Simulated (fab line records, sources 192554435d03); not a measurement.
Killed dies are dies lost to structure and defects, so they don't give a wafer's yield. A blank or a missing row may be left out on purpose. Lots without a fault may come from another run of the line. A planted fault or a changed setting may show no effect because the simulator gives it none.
Chamber matching | flow n5_finfet | N5_BEOL_M7_ETCH_62 on rie_diel-03: 4 sister chambers
The step etches SOC in N2/H2, target depth 110 nm, overetch 22 nm, time 165 s. 14 wafers are shown with their chamber, then 7 later ones without.

WAFERS WITH THEIR CHAMBER
wafer  | chamber | showerhead_plenum_p_Torr (Torr) | throttle_valve_pct (%) | rf_vpp_V (V)
L074.2 | 0       | 2.62                            | 18.03                  | 524.9
L074.3 | 2       | 2.60                            | 17.90                  | 527.1
L074.5 | 1       | 2.53                            | 17.72                  | 523.5
L082.2 | 3       | 2.63                            | 18.25                  | 525.8
L082.4 | 1       | 2.52                            | 17.75                  | 523.5
L082.5 | 2       | 2.60                            | 17.95                  | 525.5
L084.1 | 0       | 2.61                            | 18.07                  | 525.2
L084.4 | 3       | 2.63                            | 18.26                  | 525.4
L084.6 | 0       | 2.61                            | 18.08                  | 524.3
L085.1 | 0       | 2.61                            | 18.08                  | 524.8
L085.2 | 3       | 2.63                            | 18.28                  | 526.7
L085.4 | 3       | 2.63                            | 18.27                  | 525.3
L091.1 | 2       | 2.59                            | 17.43                  | 525.5
L091.4 | 0       | 2.61                            | 18.07                  | 526.1

SIGNATURES (means of the wafers above)
reading                  | chamber 0 | chamber 1 | chamber 2 | chamber 3 | scatter within a chamber
showerhead_plenum_p_Torr | 2.6120    | 2.5250    | 2.5967    | 2.6300    | 0.00443
throttle_valve_pct       | 18.0660   | 17.7350   | 17.7600   | 18.2650   | 0.129
rf_vpp_V                 | 525.060   | 523.500   | 526.033   | 525.800   | 0.685
Rule: a wafer's distance from a chamber is the root of the sum, over the readings, of the square of ((its reading less the chamber's mean) divided by the reading's scatter). The wafer belongs to the nearest chamber; if the next one is less than 2 further off, it can't be placed. The scatter: the root of (the sum of the squares of (reading less its chamber's mean) over the shown wafers, divided by (wafers less chambers)).

WAFERS WITHOUT THEIR CHAMBER
wafer  | showerhead_plenum_p_Torr (Torr) | throttle_valve_pct (%) | rf_vpp_V (V)
L091.5 | 2.61                            | 18.07                  | 524.9
L093.3 | 2.51                            | 17.79                  | 525.0
L093.4 | 2.61                            | 18.08                  | 524.5
L093.6 | 2.59                            | 17.44                  | 525.2
L096.2 | 2.59                            | 17.44                  | 524.4
L096.3 | 2.51                            | 17.80                  | 523.4
L096.4 | 2.62                            | 18.31                  | 526.5

WHICH CHAMBER EACH WENT THROUGH
wafer  | from the rows above     | in truth
L091.5 | 0                       | 0
L093.3 | 1                       | 1
L093.4 | 0                       | 0
L093.6 | 2                       | 2
L096.2 | 2                       | 2
L096.3 | 1                       | 1
L096.4 | can't be placed: 3 or 0 | 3
Placed correctly: 6 of 7. Can't be placed from these rows: 1 (the true chamber is among the candidates in 1). Placed wrongly: 0.
